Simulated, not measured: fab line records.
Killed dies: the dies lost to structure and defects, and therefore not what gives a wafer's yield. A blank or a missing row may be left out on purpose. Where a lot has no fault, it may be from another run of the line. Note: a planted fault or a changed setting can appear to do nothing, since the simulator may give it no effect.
Which tool did it? | flow nandHarc | 33 wafers from 11 lots sampled at 6 of the route's 1302 steps

== WHAT THE GAUGES SHOWED, per wafer ==
NHARC_A_CHANNEL_HOLE_D2_CD_MEAS_31.
lot  | measured     | on       | cdNm (nm)
L669 | day 13 23:44 | cdSem-01 | 89.4 90.3 90.0
L670 | day 14 08:13 | cdSem-03 | 89.3 91.2 89.3
L672 | day 15 03:07 | cdSem-02 | 89.9 88.7 90.1
L679 | day 17 23:04 | cdSem-02 | 91.1 90.4 90.1
L680 | day 18 07:07 | cdSem-03 | 88.8 90.1 89.5
L681 | day 19 00:09 | cdSem-03 | 88.2 88.2 88.6
L683 | day 19 08:03 | cdSem-03 | 88.0 88.4 89.6
L685 | day 20 13:01 | cdSem-02 | 90.5 91.7 91.5
L689 | day 22 15:17 | cdSem-01 | 90.5 91.1 90.8
L691 | day 22 15:47 | cdSem-03 | 90.5 89.3 89.2
L690 | day 23 03:15 | cdSem-03 | 89.6 90.3 89.1

NHARC_A_CHANNEL_HOLE_D2_INSPECT_40.
lot  | measured     | on               | rawDefectCount
L669 | day 13 23:55 | defectInspect-02 | 339 428 346
L670 | day 14 08:24 | defectInspect-02 | 238 341 249
L672 | day 15 03:18 | defectInspect-02 | 305 322 304
L679 | day 17 23:16 | defectInspect-01 | 829 786 860
L680 | day 18 07:18 | defectInspect-02 | 903 932 948
L681 | day 19 00:20 | defectInspect-02 | 947 934 833
L683 | day 19 08:14 | defectInspect-02 | 240 216 204
L685 | day 20 13:13 | defectInspect-02 | 197 253 220
L689 | day 22 15:29 | defectInspect-02 | 389 299 307
L691 | day 22 15:58 | defectInspect-01 | 410 427 350
L690 | day 23 03:26 | defectInspect-02 | 229 260 234

NHARC_END_SORT_01.
lot  | measured     | on        | killedAtArray | killedAtOther | killedAtPeriphery | killedDies  | killedOpen | killedShort
L679 | day 28 15:40 | prober-02 | 127 116 54    | 0 1 2         | 1 3 2             | 128 120 58  | 4 2 1      | 2 3 2
L680 | day 29 07:17 | prober-01 | 123 127 115   | 0 0 0         | 5 11 6            | 128 138 121 | 2 5 4      | 2 2 2
L681 | day 30 06:58 | prober-02 | 83 150 114    | 0 0 0         | 0 2 0             | 83 152 114  | 5 3 1      | 4 2 1

== WHICH TOOL RAN EACH LOT (tool, then ch and the chambers of the sampled wafers, then the start) ==
lot  | NHARC_A_CHANNEL_HOLE_D2_ETCH_39   | NHARC_A_CHANNEL_HOLE_D2_ETCH_22 | NHARC_A_CHANNEL_HOLE_D2_ETCH_24
L669 | rieDiel-02 ch 0,1,2, day 13 10:42 | harEtch-02 ch 0, day 13 15:46   | harEtch-02 ch 0, day 13 18:17
L670 | rieDiel-04 ch 1,3, day 13 21:09   | harEtch-02 ch 0, day 14 00:16   | harEtch-02 ch 0, day 14 02:47
L672 | rieDiel-04 ch 0,2,3, day 14 15:53 | harEtch-02 ch 1, day 14 19:07   | harEtch-02 ch 1, day 14 21:38
L679 | rieDiel-04 ch 2,3, day 17 16:32   | harEtch-01 ch 0,1, day 17 18:23 | harEtch-01 ch 0,1, day 17 19:38
L680 | rieDiel-04 ch 0,1,3, day 18 00:38 | harEtch-01 ch 0, day 18 02:33   | harEtch-01 ch 0, day 18 03:52
L681 | rieDiel-04 ch 0,2,3, day 18 17:22 | harEtch-01 ch 0,1, day 18 19:30 | harEtch-01 ch 0,1, day 18 20:45
L683 | rieDiel-02 ch 1,2,3, day 18 20:25 | harEtch-02 ch 0,1, day 19 03:23 | harEtch-02 ch 0,1, day 19 04:40
L685 | rieDiel-02 ch 1,2,3, day 20 06:31 | harEtch-01 ch 0,1, day 20 08:28 | harEtch-01 ch 0,1, day 20 09:46
L689 | rieDiel-10 ch 1,2,3, day 22 07:46 | harEtch-02 ch 0,1, day 22 10:40 | harEtch-02 ch 0,1, day 22 11:55
L691 | rieDiel-02 ch 2,3, day 22 07:55   | harEtch-01 ch 0,1, day 22 11:13 | harEtch-01 ch 0,1, day 22 12:31
L690 | rieDiel-04 ch 0,2,3, day 22 20:46 | harEtch-01 ch 1, day 22 22:36   | harEtch-01 ch 1, day 22 23:52
- NHARC_A_CHANNEL_HOLE_D2_ETCH_39: etches the open film in N2/H2, target depth 260 nm, time 325 s.
- NHARC_A_CHANNEL_HOLE_D2_ETCH_22: etches the open film in C4F8/O2/Ar, time 666.7 s, target depth 1600 nm.
- NHARC_A_CHANNEL_HOLE_D2_ETCH_24: etches the open film in C4F8/O2/Ar, time 906.2 s, target depth 1500 nm.

== AS READ BY THE TOOLS THEMSELVES (means over the sampled wafers that have a number; for cases with no such wafer, the mark the record gives instead) ==
NHARC_A_CHANNEL_HOLE_D2_ETCH_39.
lot  | tool       | drypumpMotorCurrentA (A) | oesProductAu (a.u.) | rfFwdPowerW (W) | rfVppV (V) | showerheadPlenumPTorr (Torr) | throttleValvePct (%)
L669 | rieDiel-02 | 5.7                      | 1.003               | 397.7           | 431.5      | 2.05                         | 14.172
L670 | rieDiel-04 | 6.1                      | 0.999               | 399.4           | 427.3      | 1.95                         | 14.172
L672 | rieDiel-04 | 5.9                      | 1.002               | 399.9           | 428.3      | 1.97                         | 14.169
L679 | rieDiel-04 | 6.0                      | 1.002               | 399.3           | 428.2      | 1.96                         | 14.176
L680 | rieDiel-04 | 6.0                      | 0.999               | 398.9           | 428.4      | 1.95                         | 14.181
L681 | rieDiel-04 | 5.8                      | 1.003               | 400.0           | 428.7      | 1.97                         | 14.163
L683 | rieDiel-02 | 5.5                      | 0.999               | 399.3           | 430.5      | 2.05                         | 14.171
L685 | rieDiel-02 | 5.6                      | 0.993               | 399.7           | 431.3      | 2.05                         | 14.172
L689 | rieDiel-10 | 5.6                      | 1.000               | 398.8           | 428.9      | 1.97                         | 14.167
L691 | rieDiel-02 | 5.4                      | 0.997               | 397.5           | 431.5      | 2.06                         | 14.181
L690 | rieDiel-04 | 5.9                      | 1.008               | 399.6           | 429.5      | 1.97                         | 14.174

NHARC_A_CHANNEL_HOLE_D2_ETCH_22.
lot  | tool       | drypumpMotorCurrentA (A) | showerheadPlenumPTorr (Torr) | throttleValvePct (%)
L669 | harEtch-02 | 5.63                     | 3.73                         | 32.154
L670 | harEtch-02 | 5.62                     | 3.72                         | 32.163
L672 | harEtch-02 | 5.51                     | 3.73                         | 32.157
L679 | harEtch-01 | 5.86                     | 3.66                         | 32.154
L680 | harEtch-01 | 5.82                     | 3.66                         | 32.149
L681 | harEtch-01 | 5.82                     | 3.65                         | 32.149
L683 | harEtch-02 | 5.59                     | 3.69                         | 32.148
L685 | harEtch-01 | 5.82                     | 3.64                         | 32.157
L689 | harEtch-02 | 5.59                     | 3.67                         | 32.152
L691 | harEtch-01 | 5.84                     | 3.63                         | 32.157
L690 | harEtch-01 | 5.85                     | 3.62                         | 32.158

NHARC_A_CHANNEL_HOLE_D2_ETCH_24.
lot  | tool       | drypumpMotorCurrentA (A) | showerheadPlenumPTorr (Torr) | throttleValvePct (%)
L669 | harEtch-02 | 5.62                     | 3.72                         | 32.243
L670 | harEtch-02 | 5.62                     | 3.72                         | 32.234
L672 | harEtch-02 | 5.52                     | 3.72                         | 32.236
L679 | harEtch-01 | 5.86                     | 3.66                         | 32.241
L680 | harEtch-01 | 5.83                     | 3.66                         | 32.238
L681 | harEtch-01 | 5.87                     | 3.65                         | 32.246
L683 | harEtch-02 | 5.59                     | 3.68                         | 32.231
L685 | harEtch-01 | 5.84                     | 3.64                         | 32.234
L689 | harEtch-02 | 5.59                     | 3.66                         | 32.233
L691 | harEtch-01 | 5.85                     | 3.62                         | 32.243
L690 | harEtch-01 | 5.85                     | 3.62                         | 32.237

== THE ANSWER, worked out from the rows above alone ==
Rule: the usual values come from the lots themselves. The widest of any qualifying gaps counts: lots, ordered by their means at a reading, are off when they make up no more than a third of the lots, leave a main group of 4 or more, and stand apart from it by 3 or more times the standard deviation of that group's means. The tables above print the reading to a certain number of digits; a main group whose means all agree to those digits is not used. Also off: a lot with no number at a reading for which 4 or more lots have one. Where the step has rows for the other lots, those lots are counted as sound. First the gauges in route order, then the tools' own readings, where a lot's mean is used as printed above. At the first step where some lot is off, the reading lying furthest off is the one used; lots without a number count as furthest.
Off, at NHARC_A_CHANNEL_HOLE_D2_INSPECT_40 on rawDefectCount: L679, L680, L681. Main group: mean 296, sd 63.
If a tool, at a process step before that reading, ran all the lots that are off and no sound lot after the first of them, it fits. The gauges at NHARC_A_CHANNEL_HOLE_D2_INSPECT_40 are tried like those tools. None of those tried fits.

== WHAT THE SIMULATOR HAD INSERTED ==
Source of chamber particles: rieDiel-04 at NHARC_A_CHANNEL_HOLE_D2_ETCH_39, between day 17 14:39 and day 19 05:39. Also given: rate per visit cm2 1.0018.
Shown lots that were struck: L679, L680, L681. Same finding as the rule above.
